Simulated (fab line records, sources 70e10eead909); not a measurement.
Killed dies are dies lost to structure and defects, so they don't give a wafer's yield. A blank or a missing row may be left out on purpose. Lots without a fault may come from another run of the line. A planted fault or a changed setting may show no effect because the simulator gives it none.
Chamber matching | flow nand_harc | NHARC_P_GATE_ALD_36 on ald_sin-02: 4 sister chambers
The step deposits SiNx, target thk 20 nm, pulse time 60 s, ald cycles 223. 8 wafers are shown with their chamber, then 8 later ones without.

WAFERS WITH THEIR CHAMBER
wafer  | chamber | heater_power_w (W) | precursor_pulse_height_rel
L074.2 | 0       | 751                | 0.991
L078.1 | 2       | 816                | 0.986
L084.4 | 1       | 828                | 0.997
L084.5 | 2       | 833                | 0.986
L087.2 | 0       | 739                | 1.014
L087.1 | 1       | 810                | 1.004
L087.3 | 3       | 874                | 1.006
L090.2 | 3       | 863                | 1.020

WAFERS WITHOUT THEIR CHAMBER
wafer  | heater_power_w (W) | precursor_pulse_height_rel
L090.4 | 820                | 0.981
L090.5 | 876                | 1.013
L093.1 | 830                | 1.013
L093.2 | 853                | 1.005
L093.5 | 850                | 1.007
L096.4 | 791                | 0.992
L096.1 | 773                | 1.053
L096.6 | 872                | 1.043

WHICH CHAMBER EACH WENT THROUGH
wafer  | from the rows above          | in truth
L090.4 | can't be placed: 2 or 1      | 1
L090.5 | 3                            | 3
L093.1 | can't be placed: 1 or 2      | 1
L093.2 | can't be placed: 3 or 1 or 2 | 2
L093.5 | can't be placed: 3 or 1 or 2 | 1
L096.4 | can't be placed: 1 or 2 or 0 | 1
L096.1 | can't be placed: 0 or 1      | 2
L096.6 | 3                            | 3
Placed correctly: 2 of 8. Can't be placed from these rows: 6 (the true chamber is among the candidates in 5). Placed wrongly: 0.
How it was worked out, from the rows above alone: a wafer's distance from a chamber is the root of the sum, over the readings, of the square of ((its reading less the chamber's mean) divided by the reading's scatter). The wafer belongs to the nearest chamber; if the next one is less than 2 further off, it can't be placed. A chamber's mean is the mean of its shown wafers. The scatter: the root of (the sum of the squares of (reading less its chamber's mean) over the shown wafers, divided by (wafers less chambers)).
